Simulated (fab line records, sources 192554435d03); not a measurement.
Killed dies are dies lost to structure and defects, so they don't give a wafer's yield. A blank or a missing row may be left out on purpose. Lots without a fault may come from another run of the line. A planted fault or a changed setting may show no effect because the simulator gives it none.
Split-lot experiment | flow n5_finfet | 7 lots, 21 wafers read, on a route of 1938 steps

THE SPLIT
At N5_SD_EPI_N_EPI_21 (deposits Si:P, time 690 s), the setting time_s was moved away from the recipe's 690 s on 5 of the 21 wafers read, by -17.9% to -12.7%. The other wafers ran this setting at the recipe's value.

FROM THE SPLIT TO THE READING: what the file shows between them, 9 steps
- N5_SD_EPI_N_EPI_MEAS_23
- N5_SD_EPI_N_PRECLEAN_49: cleans in NF3:NH3, afs cycles 1, time 20 s, sublimation time 60 s (also split here: time_s)
- N5_SD_EPI_N_LINER_46: material SiNx, target thk 3 nm
- N5_SD_EPI_P_EPI_21: deposits SiGe:B, time 355 s
- N5_SD_EPI_P_HM_STRIP_48: strips SiNx in H3PO4, material SiNx, target depth 3 nm
- N5_SD_EPI_P_SRD_49: time 30 s
- N5_SD_EPI_P_PRECLEAN_24: cleans in O3/DIW, time 45 s
- N5_SD_ACTIVATION_RTA_00: time 0 s
- N5_SD_ACTIVATION_LSA_01: time 0.0008 s

THE READING
RS_SD_N, in ohm/sq, at N5_SD_ACTIVATION_RS_MEAS_03 (measures by four-point-probe). Fault-free wafers of this fab line usually give 21.90 ohm/sq, standard deviation 0.29 ohm/sq.

wafer  | tool, chamber at the split | time_s as run, s | against the recipe | RS_SD_N, ohm/sq | against lot-mates on the recipe
L079.1 | epi_rpcvd-01, 0            | 690              | recipe             | 21.77           | -
L079.4 | epi_rpcvd-01, 0            | 690              | recipe             | 21.80           | -
L079.5 | epi_rpcvd-01, 0            | 690              | recipe             | 21.94           | -
L081.2 | epi_rpcvd-01, 0            | 602.5            | -12.7%             | 23.87           | +1.55
L081.3 | epi_rpcvd-01, 0            | 690              | recipe             | 22.32           | -
L081.6 | epi_rpcvd-01, 0            | 602.5            | -12.7%             | 24.04           | +1.72
L083.1 | epi_rpcvd-01, 0            | 690              | recipe             | 21.69           | -
L083.3 | epi_rpcvd-01, 0            | 690              | recipe             | 21.62           | -
L083.5 | epi_rpcvd-01, 0            | 690              | recipe             | 21.84           | -
L086.3 | epi_rpcvd-02, 0            | 690              | recipe             | 22.35           | -
L086.5 | epi_rpcvd-02, 0            | 690              | recipe             | 22.23           | -
L086.6 | epi_rpcvd-02, 0            | 690              | recipe             | 22.26           | -
L090.1 | epi_rpcvd-03, 0            | 566.2            | -17.9%             | 24.23           | +2.78
L090.5 | epi_rpcvd-03, 0            | 566.2            | -17.9%             | 24.85           | +3.40
L090.6 | epi_rpcvd-03, 0            | 690              | recipe             | 21.45           | -
L091.1 | epi_rpcvd-03, 0            | 690              | recipe             | 21.52           | -
L091.2 | epi_rpcvd-03, 0            | 690              | recipe             | 21.76           | -
L091.5 | epi_rpcvd-03, 0            | 597.7            | -13.4%             | 24.09           | +2.45
L092.4 | epi_rpcvd-03, 0            | 690              | recipe             | 21.60           | -
L092.5 | epi_rpcvd-03, 0            | 690              | recipe             | 22.12           | -
L092.6 | epi_rpcvd-03, 0            | 690              | recipe             | 21.82           | -

THE FIT
A straight line over all 21 wafers: RS_SD_N changes by -0.155 ohm/sq for each +1% of time_s; r = -0.97; the points scatter about the line by 0.29 ohm/sq.
The same after taking each lot's own level away (the mean of its wafers on the recipe; 21 wafers): -0.162 ohm/sq for each +1%; r = -0.98; scatter 0.22 ohm/sq.
On that fit, the largest move of time_s shifts the reading by 2.9 ohm/sq.
The lots' own levels span 21.450 to 22.320 ohm/sq, that is 3.0 times the standard deviation above.
So the lot-to-lot level changes the slope little: the two slopes agree.
Check: with one of the wafers moved furthest among these (-17.9%) left out of the fit, the line predicts +2.95 ohm/sq for it against its lot-mates. It came out at +2.78 ohm/sq against them.

OTHER SPLITS ON THESE WAFERS
These wafers also went through other splits before the reading. Each is held against what the fit with the lots' levels taken away leaves over:
other split on the same wafers | wafers away from the commonest value | r with RS_SD_N (lot level and that fit taken away)
N5_DUMMY_GATE_COAT_28 spin_rpm | 3                                    | +0.23
N5_SD_EPI_N_PRECLEAN_49 time_s | 5                                    | -0.24

THE WHOLE CHAIN: every reading that the file lists as answering this split, in the file's order
step                        | what it does                                           | reading                                                                         | change (the file's fit)               | r (the file's)
N5_SD_EPI_N_EPI_21          | deposits Si:P, time 690 s                              | Si-P_of_SD_EPI_N_EPI_21.thk_nm (the simulator's own value, which no gauge read) | +0.409 nm for each +1% of the setting | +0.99
N5_SD_EPI_N_EPI_MEAS_23     |                                                        | thk_nm                                                                          | withheld for each +1% of the setting  | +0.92
N5_SD_EPI_P_HM_STRIP_48     | strips SiNx in H3PO4, material SiNx, target depth 3 nm | Si-P_of_SD_EPI_N_EPI_21.thk_nm (the simulator's own value, which no gauge read) | +0.402 nm for each +1% of the setting | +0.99
N5_SD_ACTIVATION_RS_MEAS_03 | measures by four-point-probe                           | RS_SD_N                                                                         | -0.165 for each +1% of the setting    | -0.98

THE FILE'S OWN FIT
RS_SD_N changes by -0.165 ohm/sq for each +1% of time_s, r = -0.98.
